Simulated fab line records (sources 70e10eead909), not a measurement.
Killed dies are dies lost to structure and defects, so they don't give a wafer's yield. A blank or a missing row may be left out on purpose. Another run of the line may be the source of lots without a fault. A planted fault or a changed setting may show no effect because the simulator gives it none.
fab line records | flow nand-harc
[record] lots = 13 wafers = 39 last-day = 33
route steps=1302 shown A_BONDPAD@1228 THIN_TSV@1267 END@1302
lots with no fault: from the same line, run without faults
start-h: hours from the record's opening day to when the first of the lot's shown wafers began | wait-h: time in hours since the lot's previous step | " the same as in the row above | L1.1+2: a row that stands for several wafers | - either no value or no given start | * or withheld: withheld | < > ~ a bound
route shown NAME@n: a module of which the file shows steps, and the number in the route of the first | usual: mean and standard deviation over wafers with no fault | same: alike in all rows | chamber/n: place in a boat | sites: the reading at each site | _std_site: how widely they spread, as a standard deviation | _edge_site: mean of outer sites minus mean of inner sites | radius-mm: how far each site lies from the wafer's centre | mask NAME#n: copy n | behind: the tool/chamber that last shaped the wafer | hold: why the lot was held/for how many hours/how that ended | device: which transistor (n, p or np) failed to switch | end of line: at the end of the route, the tests of the same wafers | step lacking rows: just its recipe | killed: dies that structure and defects cost at the first sort, which is not the same as the wafer's yield | map: shows each die of a wafer: x if killed, . if not, _ if none is there
set.NAME: the setting that was run; set.NAME@STEP: the one run at that earlier step | model.NAME: the simulator's own value behind a step, which no gauge read
one table for each step of the route and one row for each wafer, over a sample of lots
services: the hour from which a tool's chamber was out of use, counted from the record's first day as start-h (under 0 if before that day), plus the number of hours and why
[[steps]]
[step NHARC_A_BONDPAD_PVD_27]
[recipe] target-thk-a = 300 chamber-pressure-pa = 5 power-w = 5000 substrate-temp-c = 30 time-s = 20.49 material = Cu
[usual] throttle-valve-pct = 29.7/1.1
// columns lot.wafer tool chamber start-h wait-h throttle-valve-pct
L929.4 pvd-sputter-02 - 524.65 - 30.0
L929.3 " - " " 31.4
L929.5 " - " " 27.9
L930.1 pvd-sputter-02 - 546.41 - 28.0
L930.2 " - " " 30.2
L930.5 " - " " 28.1
L935.4 pvd-sputter-03 - 605.16 - 29.7
L935.3 " - " " 29.9
L935.6 " - " " 30.1
L937.1 pvd-sputter-01 - 613.53 - 30.3
L937.3 " - " " 28.5
L937.2 " - " " 32.4
L942.3 pvd-sputter-02 - 663.71 - 31.1
L942.4 " - " " 29.7
L942.6 " - " " 30.9
L944.2 pvd-sputter-03 - 678.73 - 29.9
L944.4 " - " " 29.8
L944.1 " - " " 29.5
L945.3 pvd-sputter-02 - 681.00 - 29.7
L945.4 " - " " 28.4
L945.5 " - " " 29.7
L947.3 pvd-sputter-03 - 723.99 - 28.4
L947.1 " - " " 30.2
L947.2 " - " " 29.6
L948.1 pvd-sputter-03 - 728.46 - 30.3
L948.4 " - " " 29.0
L948.5 " - " " 30.1
L949.3 pvd-sputter-02 - 729.05 - 29.3
L949.5 " - " " 28.4
L949.6 " - " " 31.1
L950.2 pvd-sputter-03 - 749.53 - 29.9
L950.4 " - " " 28.3
L950.6 " - " " 29.2
L952.1 pvd-sputter-02 - 762.86 - 29.7
L952.2 " - " " 28.2
L952.6 " - " " 28.2
L951.2 pvd-sputter-02 - 764.69 - 30.8
L951.1 " - " " 29.2
L951.5 " - " " 28.3
[step NHARC_THIN_TSV_DEP_47]
[recipe] target-thk-a = 2000 temp-c = withheld pressure-torr = 6.5 rf-w = 900 teos-flow-sccm = 161.4 flow-sccm = 2650 target-thk-nm = 200 gas = O2 material = SiO2
[usual] throttle-valve-pct = 16.6/0.55
// columns lot.wafer tool chamber start-h wait-h throttle-valve-pct
L929.3 pecvd-04 0 547.61 - 16.8
L929.4 " 1 " " 16.5
L929.5 " 2 " " 15.9
L930.1 pecvd-03 0 561.98 - 15.3
L930.2 " 2 " " 16.9
L930.5 " 2 " " 17.0
L935.4 pecvd-04 2 624.38 - 16.0
L935.3 " 1 " " 16.4
L935.6 " 2 " " 16.0
L937.1 pecvd-04 2 628.92 - 16.0
L937.2 " 1 " " 16.5
L937.3 " 2 " " 16.2
L942.3 pecvd-03 0 679.40 - 15.6
L942.4 " 2 " " 17.3
L942.6 " 0 " " 15.5
L944.2 pecvd-04 0 694.71 - 17.5
L944.1 " 1 " " 16.6
L944.4 " 0 " " 17.8
L945.3 pecvd-04 0 696.04 - 17.5
L945.4 " 2 " " 16.0
L945.5 " 1 " " 16.5
L947.2 pecvd-01 1 749.35 - 16.5
L947.1 " 0 " " 16.8
L947.3 " 0 " " 16.7
L949.3 pecvd-01 1 750.59 - 16.6
L949.5 " 0 " " 16.6
L949.6 " 1 " " 16.5
L948.1 pecvd-04 2 751.77 - 16.4
L948.4 " 1 " " 16.6
L948.5 " 2 " " 16.2
L950.2 pecvd-01 0 765.09 - 17.0
L950.4 " 2 " " 16.5
L950.6 " 0 " " 16.8
L952.2 pecvd-01 0 778.32 - 16.6
L952.1 " 1 " " 16.6
L952.6 " 1 " " 16.6
L951.1 pecvd-04 2 779.40 - 16.4
L951.2 " 1 " " 16.5
L951.5 " 1 " " 16.4
[step NHARC_THIN_TSV_DEGAS_53]
[recipe] temp-c = 300 time-s = 60
[usual] heater-power-w = 468/48
// columns lot.wafer tool chamber start-h wait-h heater-power-w
L929.4 pvd-sputter-01 - 550.53 0.1 495
L929.3 " - " " 437
L929.5 " - " " 467
L930.1 pvd-sputter-03 - 565.16 0.1 442
L930.2 " - " " 549
L930.5 " - " " 445
L935.3 pvd-sputter-02 - 627.48 0.1 407
L935.4 " - " " 462
L935.6 " - " " 489
L937.1 pvd-sputter-02 - 632.00 0.1 477
L937.3 " - " " 461
L937.2 " - " " 396
L942.3 pvd-sputter-03 - 682.23 0.1 540
L942.4 " - " " 433
L942.6 " - " " 559
L944.4 pvd-sputter-03 - 697.64 0.1 561
L944.1 " - " " 449
L944.2 " - " " 454
L945.3 pvd-sputter-01 - 698.96 0.1 453
L945.4 " - " " 401
L945.5 " - " " 460
L947.2 pvd-sputter-02 - 752.75 0.1 402
L947.3 " - " " 472
L947.1 " - " " 454
L949.3 pvd-sputter-03 - 753.48 0.1 423
L949.5 " - " " 540
L949.6 " - " " 419
L948.4 pvd-sputter-02 - 754.68 0.1 463
L948.1 " - " " 478
L948.5 " - " " 459
L950.2 pvd-sputter-03 - 767.92 0.1 422
L950.4 " - " " 593
L950.6 " - " " 453
L952.1 pvd-sputter-02 - 781.24 0.1 482
L952.2 " - " " 455
L952.6 " - " " 393
L951.2 pvd-sputter-03 - 782.32 0.1 536
L951.1 " - " " 428
L951.5 " - " " 542
[step NHARC_THIN_TSV_STRIP_56]
[recipe] power-w = 1500 temp-c = 250 chemistry = O2
[usual] drypump-motor-current-A = 5.8/0.31 heater-power-w = 337/31
// columns lot.wafer tool chamber start-h wait-h drypump-motor-current-A heater-power-w rf-hours-counter-h
L929.4 plasma-asher-02 1 552.42 0.2 5.8 323 -
L929.3 " 0 " " 5.5 340 -
L929.5 " 1 " " 5.8 321 -
L930.2 plasma-asher-02 0 566.97 0.1 5.5 327 35
L930.1 " 1 " " 5.8 323 35
L930.5 " 1 " " 5.8 322 -
L935.3 plasma-asher-01 0 629.40 0.2 5.4 389 -
L935.4 " 1 " " 6.3 334 -
L935.6 " 0 " " 5.5 378 -
L937.1 plasma-asher-01 1 633.78 0.1 6.3 332 13
L937.2 " 0 " " 5.4 385 13
L937.3 " 1 " " 6.3 332 -
L942.4 plasma-asher-01 0 684.09 0.2 5.4 374 -
L942.3 " 1 " " 6.3 331 -
L942.6 " 0 " " 5.5 385 -
L944.2 plasma-asher-02 0 700.17 0.7 5.5 330 20
L944.1 " 1 " " 5.8 290 20
L944.4 " 1 " " 5.8 300 -
L945.3 plasma-asher-02 0 700.93 0.2 5.5 329 -
L945.4 " 1 " " 5.8 293 -
L945.5 " 1 " " 5.8 306 -
L947.1 plasma-asher-02 0 754.55 0.1 5.5 337 33
L947.2 " 1 " " 5.8 293 33
L947.3 " 1 " " 5.8 292 -
L949.3 plasma-asher-01 1 755.23 0.2 6.3 317 -
L949.6 " 1 " " 6.3 324 -
L949.5 " 0 " " 5.5 395 -
L948.1 plasma-asher-02 0 756.48 0.1 5.5 333 33
L948.4 " 0 " " 5.5 338 -
L948.5 " 1 " " 5.8 303 -
L950.2 plasma-asher-01 0 769.75 0.1 5.5 393 12
L950.4 " 1 " " 6.3 319 -
L950.6 " 0 " " 5.4 398 -
L952.1 plasma-asher-01 0 783.18 0.3 5.5 395 15
L952.2 " 1 " " 6.3 317 15
L952.6 " 1 " " 6.3 318 -
L951.2 plasma-asher-01 0 783.98 0.1 5.4 393 15
L951.1 " 1 " " 6.3 316 15
L951.5 " 1 " " 6.3 313 -
[step NHARC_END_SORT_01]
[recipe] temp-c = 25
[usual] defect-limited-yield = 91/3.1 killed-at-array = 57/20 killed-at-other = 1.0/1.5 killed-at-periphery = 3.5/2.5 killed-dies = 62/21 killed-open = 3.5/1.9 killed-short = 2.4/1.6
[same] gross-dies = 677
// columns lot.wafer tool chamber start-h wait-h defect-limited-yield[%] killed-at-array killed-at-other killed-at-periphery killed-dies killed-open killed-short
L929.3 prober-02 0 562.46 3.1 93 46 0 3 49 2 1
L929.4 prober-02 0 563.27 3.4 94 42 0 2 44 2 4
L929.5 prober-02 0 564.08 3.7 92 50 0 3 53 1 2
L930.1 prober-02 0 575.43 2.5 85 100 0 1 101 2 2
L930.2 prober-02 0 576.23 2.8 88 77 0 1 78 0 4
L930.5 prober-02 0 578.60 3.7 85 100 2 1 103 5 3
L935.3 prober-01 0 639.39 3.1 86 82 7 7 96 3 2
L935.4 prober-01 0 640.19 3.4 87 73 5 7 85 3 4
L935.6 prober-01 0 641.79 4.0 87 83 4 4 91 5 2
L937.1 prober-01 0 645.57 2.5 82 117 0 3 120 4 1
L937.2 prober-01 0 646.37 2.8 76 160 0 2 162 1 3
L937.3 prober-01 0 647.18 3.1 82 118 5 1 124 4 0
L942.3 prober-01 0 694.13 3.1 87 70 8 9 87 4 2
L942.4 prober-01 0 694.93 3.4 90 68 1 2 71 1 0
L942.6 prober-01 0 696.55 4.0 92 48 3 1 52 3 1
L945.3 prober-01 0 710.27 3.1 95 33 0 2 35 4 3
L945.4 prober-01 0 711.08 3.4 95 35 0 1 36 2 2
L945.5 prober-01 0 711.89 3.7 94 40 1 2 43 2 1
L944.1 prober-02 0 711.67 2.5 91 59 0 2 61 3 1
L944.2 prober-02 0 712.46 2.8 92 54 0 1 55 3 3
L944.4 prober-02 0 714.03 3.4 92 52 0 3 55 7 3
L947.1 prober-01 0 764.94 2.5 90 69 0 0 69 2 1
L947.2 prober-01 0 765.75 2.8 89 75 1 1 77 6 2
L947.3 prober-01 0 766.56 3.1 90 61 0 5 66 4 4
L949.3 prober-02 0 766.60 3.1 92 52 0 3 55 4 4
L949.5 prober-02 0 768.21 3.7 92 53 0 3 56 2 6
L949.6 prober-02 0 769.01 4.0 90 64 0 5 69 5 2
L948.1 prober-01 0 772.83 2.5 94 33 2 4 39 5 3
L948.4 prober-01 0 775.21 3.4 94 35 1 2 38 3 3
L948.5 prober-01 0 776.00 3.7 95 28 0 5 33 2 1
L950.2 prober-02 0 780.18 2.8 93 36 1 10 47 1 3
L950.4 prober-02 0 781.80 3.4 95 25 0 12 37 3 1
L950.6 prober-02 0 783.42 4.1 94 32 0 10 42 6 4
L952.1 prober-02 0 793.51 2.5 88 73 0 5 78 9 1
L952.2 prober-02 0 794.32 2.8 89 71 0 1 72 3 0
L952.6 prober-02 0 797.53 4.0 90 69 0 0 69 3 1
L951.1 prober-01 0 793.54 2.5 92 47 1 8 56 1 3
L951.2 prober-01 0 794.32 2.8 94 41 2 1 44 4 2
L951.5 prober-01 0 796.66 3.6 92 51 2 2 55 6 2
// killed by level:class
L929.3 A_CHANNEL_HOLE_D2:chamber-film-flake=35 A_SGD_CUT:chamber-film-flake=3 A_CHANNEL_HOLE_D1:chamber-film-flake=2 A_STAIRCASE:chamber-film-flake=2 P_GATE:geometric-particle:open=1 A_CHANNEL_FILL_D1:geometric-particle:short=1 A_M0:geometric-particle:open=1 P_ZERO_WELL:chamber-film-flake=1
L929.4 A_CHANNEL_HOLE_D2:chamber-film-flake=27 A_STAIRCASE:chamber-film-flake=4 A_CONTACT:chamber-film-flake=2 P_CONTACT:geometric-particle:short=1 A_CHANNEL_FILL_D2:geometric-particle:short=1 A_SGD_CUT:geometric-particle:open=1 A_WL_FILL:geometric-particle:open=1 A_M0:geometric-particle:short=1
L929.5 A_CHANNEL_HOLE_D2:chamber-film-flake=35 A_CHANNEL_HOLE_D1:chamber-film-flake=3 A_BLC:chamber-film-flake=3 A_DECK1_JOINT:chamber-film-flake=2 A_SGD_CUT:chamber-film-flake=2 A_CONTACT:chamber-film-flake=2 P_M0:geometric-particle:open=1 A_ONON_D2:geometric-particle:short=1
L930.1 A_CHANNEL_HOLE_D1:chamber-film-flake=38 A_SLIT:chamber-film-flake=24 A_CHANNEL_HOLE_D2:chamber-film-flake=17 A_STAIRCASE:chamber-film-flake=9 A_CHANNEL_FILL_D2:chamber-film-flake=3 A_CONTACT:chamber-film-flake=3 A_ZERO_WELL:chamber-film-flake=2 A_ONON_D1:geometric-particle:short=1
L930.2 A_SLIT:chamber-film-flake=26 A_CHANNEL_HOLE_D2:chamber-film-flake=25 A_CHANNEL_HOLE_D1:chamber-film-flake=13 A_STAIRCASE:chamber-film-flake=7 A_CONTACT:chamber-film-flake=2 P_M0:geometric-particle:short=1 A_CHANNEL_FILL_D1:geometric-particle:short=1 A_WL_FILL:geometric-particle:short=1
L930.5 A_CHANNEL_HOLE_D2:chamber-film-flake=30 A_CHANNEL_HOLE_D1:chamber-film-flake=26 A_SLIT:chamber-film-flake=25 A_STAIRCASE:chamber-film-flake=6 A_WL_FILL:chamber-film-flake=3 A_ZERO_WELL:chamber-film-flake=2 A_CONTACT:chamber-film-flake=2 P_CONTACT:geometric-particle:open=1
L935.3 A_CHANNEL_HOLE_D1:chamber-film-flake=30 A_SLIT:chamber-film-flake=26 A_CHANNEL_HOLE_D2:chamber-film-flake=8 A_CONTACT:chamber-film-flake=7 THIN_TSV:chamber-film-flake=6 P_CONTACT:chamber-film-flake=5 A_M0:chamber-film-flake=3 P_ZERO_WELL:chamber-film-flake=2
L935.4 A_CHANNEL_HOLE_D1:chamber-film-flake=32 A_SLIT:chamber-film-flake=21 P_CONTACT:chamber-film-flake=6 A_CHANNEL_HOLE_D2:chamber-film-flake=5 A_CONTACT:chamber-film-flake=4 THIN_TSV:chamber-film-flake=3 A_WL_FILL:chamber-film-flake=2 A_M0:chamber-film-flake=2
L935.6 A_SLIT:chamber-film-flake=31 A_CHANNEL_HOLE_D1:chamber-film-flake=29 A_CHANNEL_HOLE_D2:chamber-film-flake=6 A_CONTACT:chamber-film-flake=6 THIN_TSV:chamber-film-flake=3 P_CONTACT:chamber-film-flake=2 A_WL_FILL:chamber-film-flake=2 A_M0:chamber-film-flake=2
L937.1 A_BONDPAD:unspecified=44 A_SLIT:chamber-film-flake=29 A_CHANNEL_HOLE_D2:chamber-film-flake=28 A_CHANNEL_HOLE_D1:chamber-film-flake=4 A_SGD_CUT:chamber-film-flake=3 A_WL_FILL:chamber-film-flake=3 A_CONTACT:chamber-film-flake=3 P_GATE:geometric-particle:open=1
L937.2 A_BONDPAD:unspecified=79 A_CHANNEL_HOLE_D2:chamber-film-flake=35 A_SLIT:chamber-film-flake=28 A_STAIRCASE:chamber-film-flake=4 A_CHANNEL_HOLE_D1:chamber-film-flake=3 A_CONTACT:chamber-film-flake=3 A_WL_FILL:chamber-film-flake=2 P_M0:geometric-particle:open=1
L937.3 A_BONDPAD:unspecified=48 A_SLIT:chamber-film-flake=32 A_CHANNEL_HOLE_D2:chamber-film-flake=26 A_CHANNEL_HOLE_D1:chamber-film-flake=8 THIN_TSV:chamber-film-flake=3 A_M0:geometric-particle:open=2 HYBRID_BOND:chamber-film-flake=2 A_ONON_D1:geometric-particle:open=1
L942.3 A_SLIT:chamber-film-flake=31 A_CHANNEL_HOLE_D2:chamber-film-flake=23 A_CONTACT:chamber-film-flake=7 THIN_TSV:chamber-film-flake=7 P_GATE:chamber-film-flake=4 A_CHANNEL_HOLE_D1:chamber-film-flake=4 P_M1:chamber-film-flake=3 A_CONTACT:geometric-particle:open=2
L942.4 A_SLIT:chamber-film-flake=26 A_CHANNEL_HOLE_D2:chamber-film-flake=24 A_CHANNEL_HOLE_D1:chamber-film-flake=11 A_STAIRCASE:chamber-film-flake=3 A_CONTACT:chamber-film-flake=2 A_M1:geometric-particle:open=1 P_GATE:chamber-film-flake=1 P_M1:chamber-film-flake=1
L942.6 A_SLIT:chamber-film-flake=28 A_CHANNEL_HOLE_D2:chamber-film-flake=8 A_CHANNEL_HOLE_D1:chamber-film-flake=4 A_CONTACT:chamber-film-flake=2 THIN_TSV:chamber-film-flake=2 A_DECK1_JOINT:geometric-particle:short=1 A_CHANNEL_FILL_D2:geometric-particle:open=1 A_M0:geometric-particle:open=1
L945.3 A_CHANNEL_HOLE_D1:chamber-film-flake=13 A_CONTACT:chamber-film-flake=5 A_STAIRCASE:chamber-film-flake=3 A_ONON_D2:geometric-particle:short=2 A_CHANNEL_HOLE_D2:chamber-film-flake=2 A_SLIT:chamber-film-flake=2 P_CONTACT:geometric-particle:open=1 A_CHANNEL_FILL_D1:geometric-particle:short=1
L945.4 A_CONTACT:chamber-film-flake=10 A_CHANNEL_HOLE_D1:chamber-film-flake=9 A_CHANNEL_HOLE_D2:chamber-film-flake=4 A_SLIT:chamber-film-flake=4 A_STAIRCASE:chamber-film-flake=3 P_CONTACT:geometric-particle:open=1 A_CHANNEL_HOLE_D1:geometric-particle:open=1 A_ONON_D2:geometric-particle:short=1
L944.1 A_SLIT:chamber-film-flake=26 A_CHANNEL_HOLE_D2:chamber-film-flake=20 A_CHANNEL_HOLE_D1:chamber-film-flake=3 A_M0:geometric-particle:open=2 A_STAIRCASE:chamber-film-flake=2 A_CONTACT:chamber-film-flake=2 A_DECK1_JOINT:geometric-particle:open=1 A_M1:geometric-particle:short=1
L945.5 A_CONTACT:chamber-film-flake=16 A_CHANNEL_HOLE_D1:chamber-film-flake=11 A_STAIRCASE:chamber-film-flake=3 A_SLIT:chamber-film-flake=3 A_BONDPAD:chamber-film-flake=2 P_M0:geometric-particle:open=1 A_ONON_D1:geometric-particle:short=1 A_M0:geometric-particle:open=1
L944.2 A_SLIT:chamber-film-flake=27 A_CHANNEL_HOLE_D2:chamber-film-flake=8 A_CHANNEL_HOLE_D1:chamber-film-flake=7 A_STAIRCASE:chamber-film-flake=3 A_SOURCE_PLATE:geometric-particle:short=2 A_M0:geometric-particle:open=2 A_CONTACT:chamber-film-flake=2 A_CHANNEL_FILL_D1:geometric-particle:short=1
L944.4 A_SLIT:chamber-film-flake=25 A_CHANNEL_HOLE_D2:chamber-film-flake=10 A_CHANNEL_HOLE_D1:chamber-film-flake=3 A_DECK1_JOINT:chamber-film-flake=2 A_SOURCE_PLATE:geometric-particle:short=1 A_ONON_D1:geometric-particle:open=1 A_CHANNEL_FILL_D1:geometric-particle:open=1 A_DECK1_JOINT:geometric-particle:open=1
L947.1 A_CHANNEL_HOLE_D2:chamber-film-flake=29 A_CHANNEL_HOLE_D1:chamber-film-flake=14 A_STAIRCASE:chamber-film-flake=9 A_SLIT:chamber-film-flake=6 A_CONTACT:chamber-film-flake=3 A_ZERO_WELL:chamber-film-flake=2 A_CHANNEL_FILL_D1:geometric-particle:open=1 A_CHANNEL_FILL_D2:geometric-particle:open=1
L947.2 A_CHANNEL_HOLE_D2:chamber-film-flake=30 A_CHANNEL_HOLE_D1:chamber-film-flake=14 A_STAIRCASE:chamber-film-flake=11 A_SLIT:chamber-film-flake=6 A_CONTACT:chamber-film-flake=5 A_ONON_D1:geometric-particle:open=3 P_M0:geometric-particle:open=1 A_CHANNEL_FILL_D1:geometric-particle:short=1
L947.3 A_CHANNEL_HOLE_D2:chamber-film-flake=23 A_STAIRCASE:chamber-film-flake=10 A_SLIT:chamber-film-flake=9 A_CHANNEL_HOLE_D1:chamber-film-flake=5 P_GATE:chamber-film-flake=4 A_ZERO_WELL:chamber-film-flake=3 A_CONTACT:chamber-film-flake=3 A_CHANNEL_FILL_D2:geometric-particle:short=2
L949.3 A_CHANNEL_HOLE_D2:chamber-film-flake=24 A_CHANNEL_HOLE_D1:chamber-film-flake=9 A_CONTACT:chamber-film-flake=6 A_SLIT:chamber-film-flake=4 P_CONTACT:geometric-particle:open=1 A_CHANNEL_HOLE_D1:geometric-particle:short=1 A_DECK1_JOINT:geometric-particle:open=1 A_DECK1_JOINT:geometric-particle:short=1
L949.5 A_CHANNEL_HOLE_D2:chamber-film-flake=28 A_SLIT:chamber-film-flake=6 A_CHANNEL_HOLE_D1:chamber-film-flake=5 A_CONTACT:chamber-film-flake=5 A_ONON_D1:geometric-particle:short=2 A_CHANNEL_HOLE_D1:geometric-particle:short=2 P_M2:chamber-film-flake=2 A_CHANNEL_FILL_D1:geometric-particle:short=1
L949.6 A_CHANNEL_HOLE_D2:chamber-film-flake=29 A_CHANNEL_HOLE_D1:chamber-film-flake=13 A_SLIT:chamber-film-flake=7 P_ZERO_WELL:chamber-film-flake=3 A_STAIRCASE:chamber-film-flake=3 A_CONTACT:chamber-film-flake=3 P_M0:geometric-particle:open=1 A_ONON_D1:geometric-particle:open=1
L948.1 A_CHANNEL_HOLE_D1:chamber-film-flake=15 A_SLIT:chamber-film-flake=7 A_CONTACT:chamber-film-flake=5 A_CHANNEL_FILL_D1:geometric-particle:short=2 A_CHANNEL_HOLE_D2:chamber-film-flake=2 P_GATE:geometric-particle:open=1 P_M1:geometric-particle:short=1 P_M1:geometric-particle:open=1
L948.4 A_CHANNEL_HOLE_D1:chamber-film-flake=13 A_SLIT:chamber-film-flake=9 A_CHANNEL_FILL_D2:geometric-particle:open=2 A_CHANNEL_FILL_D2:chamber-film-flake=2 A_STAIRCASE:chamber-film-flake=2 A_CONTACT:chamber-film-flake=2 A_CHANNEL_FILL_D2:geometric-particle:short=1 A_WL_FILL:geometric-particle:short=1
L948.5 A_CHANNEL_HOLE_D1:chamber-film-flake=14 P_M2:chamber-film-flake=4 A_SLIT:chamber-film-flake=4 A_CONTACT:chamber-film-flake=3 A_STAIRCASE:chamber-film-flake=2 A_CHANNEL_FILL_D1:geometric-particle:short=1 A_DECK1_JOINT:geometric-particle:open=1 A_CHANNEL_FILL_D2:geometric-particle:open=1
L950.2 A_CONTACT:chamber-film-flake=20 A_SLIT:chamber-film-flake=7 P_STI:chamber-film-flake=3 P_CONTACT:chamber-film-flake=3 P_M1:chamber-film-flake=2 A_ONON_D2:geometric-particle:short=1 A_WL_FILL:geometric-particle:short=1 A_CONTACT:geometric-particle:short=1
L950.4 A_CONTACT:chamber-film-flake=11 P_STI:chamber-film-flake=6 A_SLIT:chamber-film-flake=6 A_STAIRCASE:chamber-film-flake=4 P_ZERO_WELL:chamber-film-flake=2 A_CHANNEL_HOLE_D1:unspecified=2 P_STI:geometric-particle:open=1 P_GATE:geometric-particle:open=1
L950.6 A_SLIT:chamber-film-flake=7 A_CONTACT:chamber-film-flake=7 A_STAIRCASE:chamber-film-flake=4 P_STI:chamber-film-flake=3 A_CHANNEL_HOLE_D1:unspecified=3 A_ONON_D2:geometric-particle:open=2 A_M0:geometric-particle:open=2 P_CONTACT:chamber-film-flake=2
L952.1 A_CHANNEL_HOLE_D2:chamber-film-flake=27 A_CHANNEL_HOLE_D1:chamber-film-flake=13 A_CONTACT:chamber-film-flake=10 A_SLIT:chamber-film-flake=8 A_M1:chamber-film-flake=3 P_CONTACT:geometric-particle:open=2 P_STI:chamber-film-flake=2 A_STAIRCASE:chamber-film-flake=2
L951.1 A_SLIT:chamber-film-flake=33 P_BONDPAD:chamber-film-flake=5 A_CONTACT:chamber-film-flake=3 P_STI:chamber-film-flake=2 A_CHANNEL_HOLE_D1:chamber-film-flake=2 A_M1:chamber-film-flake=2 A_CHANNEL_FILL_D1:geometric-particle:short=1 A_ONON_D2:geometric-particle:short=1
L952.2 A_CHANNEL_HOLE_D2:chamber-film-flake=21 A_CHANNEL_HOLE_D1:chamber-film-flake=14 A_CONTACT:chamber-film-flake=14 A_SLIT:chamber-film-flake=11 A_WL_FILL:chamber-film-flake=4 A_STAIRCASE:chamber-film-flake=2 A_M1:chamber-film-flake=2 A_CHANNEL_FILL_D1:geometric-particle:open=1
L951.2 A_SLIT:chamber-film-flake=28 A_CONTACT:chamber-film-flake=6 THIN_TSV:chamber-film-flake=2 P_CONTACT:geometric-particle:short=1 A_CHANNEL_FILL_D2:geometric-particle:short=1 A_SGD_CUT:geometric-particle:open=1 A_M0:geometric-particle:open=1 A_M1:geometric-particle:open=1
L951.5 A_SLIT:chamber-film-flake=33 A_CONTACT:chamber-film-flake=4 A_CHANNEL_FILL_D2:geometric-particle:open=2 A_STAIRCASE:chamber-film-flake=2 THIN_TSV:chamber-film-flake=2 P_M0:geometric-particle:open=1 A_ONON_D1:geometric-particle:open=1 A_DECK1_JOINT:geometric-particle:short=1
L952.6 A_CHANNEL_HOLE_D2:chamber-film-flake=26 A_CHANNEL_HOLE_D1:chamber-film-flake=15 A_SLIT:chamber-film-flake=9 A_CONTACT:chamber-film-flake=8 A_STAIRCASE:chamber-film-flake=3 A_CHANNEL_FILL_D1:geometric-particle:open=2 A_CHANNEL_FILL_D1:geometric-particle:short=1 A_M0:geometric-particle:open=1
[[services]]
// columns tool chamber start-h hours kind
pvd-sputter-02 - 501.58 3.7 repair
pvd-sputter-03 - 506.61 9.4 repair
plasma-asher-01 - 519.23 9.0 pm
pvd-sputter-01 - 520.57 2.9 repair
pvd-sputter-03 - 526.01 10.0 pm
pvd-sputter-01 - 582.00 10.0 pm
plasma-asher-02 - 603.58 9.0 pm
pecvd-04 0 610.89 19.1 repair
pvd-sputter-01 - 622.08 1.7 repair
pecvd-04 - 631.05 13.0 pm
pecvd-01 - 634.89 0.3 repair
pvd-sputter-02 - 638.14 10.0 pm
pvd-sputter-03 - 659.93 7.6 repair
pvd-sputter-01 - 662.90 0.6 repair
pecvd-01 - 673.19 13.0 pm
pvd-sputter-01 - 676.09 2.6 repair
pvd-sputter-02 - 692.86 8.6 repair
plasma-asher-01 - 696.23 9.0 pm
pvd-sputter-03 - 704.01 10.0 pm
plasma-asher-01 - 728.50 2.1 repair
pvd-sputter-01 - 738.31 37.5 repair
pecvd-01 2 747.20 15.2 repair
pvd-sputter-01 - 775.82 10.0 pm
plasma-asher-02 - 780.58 9.0 pm
[[key]]
[first-sign] step = NHARC_END_SORT_01 reading = killed-at-array direction = up sigmas = 3.6 usual = 57 struck = 132
[effect] step = NHARC_END_SORT_01 reading = killed-dies direction = up sigmas = 3.5 usual = 62 struck = 135
[more-kills-born-at] NHARC_A_BONDPAD_PVD_27@pvd-sputter-01 = 171
met-at NHARC_A_BONDPAD_PVD_27
struck-lots L937
not-acting-at NHARC_THIN_TSV_DEP_47,NHARC_THIN_TSV_DEGAS_53,NHARC_THIN_TSV_STRIP_56
[fault] kind = chamber-particle-source tool = pvd-sputter-01 chamber = - onset-h = 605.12 steps = NHARC_A_BONDPAD_PVD_27 rate-per-visit-cm2 = 1.5818 end-h = 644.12
